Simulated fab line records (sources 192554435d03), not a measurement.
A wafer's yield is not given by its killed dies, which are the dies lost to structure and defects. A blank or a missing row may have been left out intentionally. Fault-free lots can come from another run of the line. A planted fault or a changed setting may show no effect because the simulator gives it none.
8D (eight disciplines) problem report, filled in by code / flow n5_finfet / the parts of the form that need people (team, actions taken, sign-off) are left out

1. THE ISSUE
RS_SD_N at N5_SD_ACTIVATION_RS_MEAS_03 reads a mean of 23.32 ohm/sq on 3 wafers of 2 lots; wafers without a fault read 21.93 ohm/sq with a standard deviation of 0.3. That puts it +4.6 standard deviations away from the usual mean.
The step: measures by four-point-probe.
First observed at day 8 16:48: wafer L753.4, on film_metro-01. Wafers with a number at this step in the record: 24, from 8 lots. By rule, "out" or "out of limits" means more than 4 standard deviations away from the usual mean. The rest of the wafers with a number are treated as sound.

2. WHAT THIS IS AND IS NOT
question=which readings at this step | is=RS_SD_N | is not=RS_SD_P
question=which lots | is=L753, L754 | is not=L733, L735, L741, L742, L743, L747
question=which wafers of those lots | is=L753.4, L754.4, L754.5 | is not=L753.1, L753.2, L754.6
question=read on which gauges | is=film_metro-01, film_metro-02 | is not=-
question=when | is=from day 8 16:48 | is not=up to then (20 sound wafers); but 1 sound wafer of L754 came after

3. SUSPECTS, AND WHAT RULES EACH OUT
Counting: any tool at a process step up to the reading remains a suspect provided it ran every lot that is out. Sound lots after the first of them don't rule it out here, since some wafers of a struck lot are sound.
- the gauge at N5_SD_ACTIVATION_RS_MEAS_03 has been ruled out. The wafers that are out were read on 2 gauges (film_metro-01, film_metro-02).
- rie_diel-01 at N5_SD_EPI_N_ETCH_45 (etches SiOCN in CH3F/O2, target depth 6 nm): kept. It ran every lot that is out, first L753 (day 8 08:39); its last sound lot up to then is L741 (day 5 10:11).
- epi_rpcvd-03 at N5_SD_EPI_N_EPI_21 (deposits Si:P, time 690 s): kept. It ran every lot that is out, first L753 (day 8 09:49); its last sound lot up to then is L743 (day 6 00:18).
The count leaves epi_rpcvd-03 at N5_SD_EPI_N_EPI_21 and rie_diel-01 at N5_SD_EPI_N_ETCH_45.

4. THE CAUSE (what the simulator had put in)
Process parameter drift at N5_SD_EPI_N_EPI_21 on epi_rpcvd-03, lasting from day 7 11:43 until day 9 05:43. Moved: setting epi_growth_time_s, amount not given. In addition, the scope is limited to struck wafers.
Counting left 2 suspects, and this tool is among them.

5. SEQUENCE OF EFFECTS, ordered by route
Each row: a reading where the mean over the struck wafers with a number is more than 3 standard deviations away from the usual. Only readings for which the record gives a usual standard deviation are gone through. hours: the time from each lot's start at the first step in this table that gives one to its start at this step, as a median over the lots. sigmas: the change in usual standard deviations.
hours=0; step=N5_SD_EPI_N_EPI_MEAS_23; reading=thk_nm; usual=59.1 nm; on struck wafers=55.4; change=-3.7; sigmas=-3.1
hours=5; step=N5_SD_ACTIVATION_RS_MEAS_03; reading=RS_SD_N; usual=21.93 ohm/sq; on struck wafers=23.32; change=+1.39; sigmas=+4.6
hours=120; step=N5_BEOL_M4_RC_MEAS_101; reading=RS_SD_N; usual=28.4 ohm/sq; on struck wafers=30.4; change=+2.0; sigmas=+5.3

6. WHAT WOULD HAVE CAUGHT IT SOONER
The first out-of-limits reading at a measuring or inspecting step in this record came at day 8 16:48, 29 hours after the fault's start at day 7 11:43.
By day 8 16:48, every lot that is out (2) had started N5_SD_EPI_N_EPI_21 on epi_rpcvd-03. Holding the tool at that point would not have protected any of them.
